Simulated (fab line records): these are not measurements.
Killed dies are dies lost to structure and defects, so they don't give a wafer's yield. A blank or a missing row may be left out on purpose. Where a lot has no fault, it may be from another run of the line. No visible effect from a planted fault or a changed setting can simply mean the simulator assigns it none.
A struck lot beside a sound one ; flow n5_finfet ; 41 out of 1938 route steps
Sound: wafers L728.3, L728.4, L728.5. Struck: wafer L726.3 (left out: L726.1, L726.4 of the same lot, which were not struck); the cause appears at the end.
For every step that has rows: the tool of each side, followed by ch and its chambers, followed by its first start. Under that, the readings that differ: sound wafers ; struck wafers ; difference of the means ; sigmas: that difference in standard deviations of wafers without a fault.
alike: readings whose means differ by less than 2 such deviations, and words and numbers that are the same on both sides. not compared: withheld readings, readings that some wafer has no value for, bounds like >300 that may hide the same value, and numbers for which the record gives no deviation and whose values overlap.
The two part at a step that has a row with sigmas, a row that says differs or no value, or rows on one side only. When numbers do not overlap yet have no deviation, they are printed without sigmas and do not part them. Lack of a reading on every wafer of one side parts them only where that side has two or more wafers.

first, 12 steps without rows for these wafers: N5_HKMG_FIN_STRIP_33 (strips in N2/H2); N5_HKMG_FIN_STRIP_34 (strips in CF4); N5_HKMG_FIN_ETCH_35 (etches SOC in N2/H2, target depth 215.8 nm, time 243.4 s); N5_HKMG_FIN_STRIP_92 (strips SOC in N2/H2, time 20 s); N5_HKMG_FIN_WET_ETCH_18 (etches TiN in SC1, time 55 s, target depth 5.2 nm, rinse time 30 s); N5_HKMG_FIN_STRIP_19 (strips in N2/H2, time 360 s); N5_HKMG_FIN_ALD_91 (deposits TiN, target thk 1 nm, pulse time 1 s, purge time 3 s); N5_HKMG_FIN_COAT_85 (time 60 s, resist thk 300 nm); N5_HKMG_FIN_ETCH_86 (etches SOC in N2/H2, stops on TiN, target depth 393.2 nm); N5_HKMG_FIN_STRIP_89 (strips SOC in N2/H2, time 20 s); N5_HKMG_FIN_WET_ETCH_87 (etches TiN in SC1, time 154.2 s, target depth 4.7 nm, rinse time 30 s); N5_HKMG_FIN_STRIP_88 (strips in N2/H2, time 360 s).
N5_HKMG_FIN_NWFM_ALD_20: deposits TiAlC, target thk 2 nm, pulse time 3 s, purge time 2 s.
  sound on ald_metal-02 ch 1,2, day 9 11:20; struck on ald_metal-03 ch 3, day 8 21:57
reading;sound;struck;difference;sigmas
ald_cycles;7 7 7;9;+2;
model.TiAlC_of_HKMG_FIN_NWFM_ALD_20.thk_nm (nm);2 2 2;2.6;+0.6;
  alike: heater_power_w, precursor_pulse_height_rel
then, 26 steps without rows for these wafers: N5_HKMG_FIN_ALD_71 (deposits TiN, target thk 1 nm, pulse time 1 s, purge time 3 s); N5_HKMG_FIN_COAT_66 (time 60 s, resist thk 300 nm); N5_HKMG_FIN_ETCH_67 (etches SOC in N2/H2, stops on TiN, target depth 388.9 nm); N5_HKMG_FIN_STRIP_90 (strips SOC in N2/H2, time 20 s); N5_HKMG_FIN_WET_ETCH_73 (etches the open film in SC1, time 42.3 s, target depth 1.3 nm, rinse time 30 s); N5_HKMG_FIN_ETCHBACK_68 (etches the open film in Cl2/Ar, stops on HfO2, target depth 0.5 nm); N5_HKMG_FIN_STRIP_69 (strips in N2/H2, time 360 s); N5_HKMG_FIN_ALD_21 (deposits TiN, target thk 1.5 nm, pulse time 1 s, purge time 3 s); N5_HKMG_FIN_ALD_72 (deposits W, target thk 2 nm, pulse time 1 s, purge time 2 s); N5_HKMG_FIN_W_FILL_22 (material W, target thk 60 nm, time 18.2 s); N5_HKMG_FIN_PRECLEAN_83 (cleans in DIW, time 57.5 s); N5_HKMG_FIN_SRD_84 (dry time 32 s); N5_HKMG_FIN_CMP_23 (polishes, stops on SiNx, t overpolish 10 s, target thk 46.326 nm); N5_HKMG_FIN_CMP_94 (polishes, stops on SiNx, t overpolish 4.7 s, target thk 43.299 nm); N5_GATE_CUT_ETCHBACK_00 (etches W in SF6/Cl2); N5_GATE_CUT_ETCH_56 (etches TiN in Cl2/Ar, target depth 21.6 nm); N5_GATE_CUT_ETCHBACK_30 (etches TiN in Cl2/Ar, target depth 3 nm); N5_GATE_CUT_VAPOR_ETCH_60 (etches HfO2 in BCl3/Cl2); N5_GATE_CUT_ETCH_58 (etches SiNx in CH3F/O2, target depth 17 nm, time 128.6 s); N5_GATE_CUT_STRIP_59 (strips in N2/H2, time 20 s); N5_GATE_CUT_PRECLEAN_31 (cleans in DIW, time 300 s); N5_GATE_CUT_SRD_32 (time 30 s); N5_GATE_CUT_SAC_CAP_01 (material SiNx, target thk 24 nm, pulse time 1 s, ald cycles 480); N5_GATE_CUT_PECVD_57 (deposits SiNx from SiH4/NH3/N2, target thk 21 nm); N5_GATE_CUT_CMP_02 (polishes, stops on SiO2, t overpolish 12.7 s, target thk 0 nm); N5_GATE_CUT_HM_DEP_46 (deposits SiO2 from TEOS/O2, target thk 130 nm, time 26.6 s).
-- here the record skips 3 days between the struck wafers' starts before and after, leaving off in module GATE_CUT and picking up in module BEOL_M4 (first step shown: number 1111 of the route) --
N5_BEOL_M4_RC_MEAS_101:
  sound on prober-01 ch 0, day 13 02:37; struck on prober-02 ch 0, day 12 09:46
reading;sound;struck;difference;sigmas
DIBL_P (mV/V);36.8 38.9 37.5;33.0;-4.7;-2
IOFF_N (nA/um);0.140 0.176 0.148;0.356;+0.201;+7
IOFF_N_85C (nA/um);2.8 3.4 3.0;6.0;+2.9;+6
IOFF_N_LIN (nA/um);0.066 0.079 0.071;0.180;+0.108;+11
IOFF_N_LONG (nA/um);5.8e-05 5.8e-05 5.7e-05;0.000149;+0.000091;+29
IOFF_P (nA/um);0.20 0.23 0.20;0.11;-0.10;-3
ION_N (uA/um);661 672 662;731;+66;+6
SS_N (mV/dec);71.8 72.2 71.2;70.2;-1.5;-2
SS_P (mV/dec);73.3 73.3 74.3;71.4;-2.2;-3
VT_N (mV);253 248 250;223;-27;-8
VT_N_LONG (mV);270.1 272.6 273.1;240.3;-31.6;-13
VT_N_LVT (mV);100 99 100;69;-31;-9
VT_P (mV);-249 -251 -250;-264;-14;-4
  alike: DIBL_N, ION_P
-- the record jumps here: 5 days lie between the struck wafers' starts before and after (it left off in module BEOL_M4 and takes up again in module PASSIVATION, whose first step shown is number 1936 of the route) --
N5_PASSIVATION_PROBE_49:
  sound: prober-01 at day 17 02:46; struck: prober-01 at day 16 22:43
reading;sound;struck;difference;sigmas
defect_limited_yield (%);92.3 92.5 93.5;89.2;-3.6;-2
killed_dies;91 88 77;127;+42;+2
killed_open;58 53 49;80;+27;+2
sort_bin_4_leakage (%);0 0 0;3.56;+3.56;
sort_bin_5_function (%);5.4 3.7 4.3;7.3;+2.8;+3
sort_n_pass;1089 1092 1103;1005;-90;-5
sort_yield_pct (%);92.3 92.5 93.5;85.2;-7.6;-5
  alike: killed_at_M0_to_M3, killed_at_M4_up, killed_at_contacts, killed_at_front_end, killed_at_other, killed_short, sort_bin_6_memory, sort_bin_8_speed

== WHERE THEY PART ==
Earliest at N5_BEOL_M4_RC_MEAS_101; latest, in this record, at N5_PASSIVATION_PROBE_49.

WHY: the cause the simulator had injected
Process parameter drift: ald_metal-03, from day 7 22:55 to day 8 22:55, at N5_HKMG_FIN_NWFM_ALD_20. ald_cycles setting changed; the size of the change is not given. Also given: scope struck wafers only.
